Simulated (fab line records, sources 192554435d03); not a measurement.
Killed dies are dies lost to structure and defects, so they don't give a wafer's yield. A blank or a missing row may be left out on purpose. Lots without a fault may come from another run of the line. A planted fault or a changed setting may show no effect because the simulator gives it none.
Chamber matching | flow n5_finfet | N5_BEOL_M5_DEP_56 on pecvd-03: 3 sister chambers
The step deposits SiCN from 3MS/NH3, target thk 8 nm, time 14 s. 6 wafers are shown with their chamber, then 12 later ones without.

WAFERS WITH THEIR CHAMBER
wafer  | chamber | throttle_valve_pct (%) | rf_fwd_power_W (W)
L082.2 | 2       | 9.0                    | 197.9
L090.2 | 0       | 9.2                    | 199.5
L090.4 | 1       | 9.6                    | 198.1
L087.2 | 2       | 8.9                    | 197.9
L087.3 | 1       | 9.6                    | 198.5
L087.4 | 0       | 9.0                    | 199.8

WAFERS WITHOUT THEIR CHAMBER
wafer  | throttle_valve_pct (%) | rf_fwd_power_W (W)
L088.1 | 8.6                    | 198.2
L088.3 | 9.6                    | 199.2
L088.5 | 9.5                    | 198.6
L089.2 | 8.8                    | 199.3
L089.4 | 8.8                    | 198.0
L089.5 | 8.7                    | 198.5
L097.2 | 8.9                    | 199.8
L097.4 | 9.7                    | 199.9
L097.6 | 8.8                    | 197.2
L093.1 | 9.0                    | 198.9
L093.2 | 9.9                    | 199.4
L093.4 | 9.2                    | 199.8

WHICH CHAMBER EACH WENT THROUGH
wafer  | from the rows above     | in truth
L088.1 | 2                       | 2
L088.3 | can't be placed: 1 or 0 | 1
L088.5 | 1                       | 1
L089.2 | 0                       | 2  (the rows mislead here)
L089.4 | 2                       | 2
L089.5 | 2                       | 2
L097.2 | 0                       | 0
L097.4 | can't be placed: 0 or 1 | 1
L097.6 | 2                       | 2
L093.1 | can't be placed: 0 or 2 | 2
L093.2 | 1                       | 1
L093.4 | 0                       | 0
Placed correctly: 8 of 12. Can't be placed from these rows: 3 (the true chamber is among the candidates in 3). Placed wrongly: 1.
How it was worked out, from the rows above alone: a wafer's distance from a chamber is the root of the sum, over the readings, of the square of ((its reading less the chamber's mean) divided by the reading's scatter). The wafer belongs to the nearest chamber; if the next one is less than 2 further off, it can't be placed. A chamber's mean is the mean of its shown wafers. The scatter: the root of (the sum of the squares of (reading less its chamber's mean) over the shown wafers, divided by (wafers less chambers)).
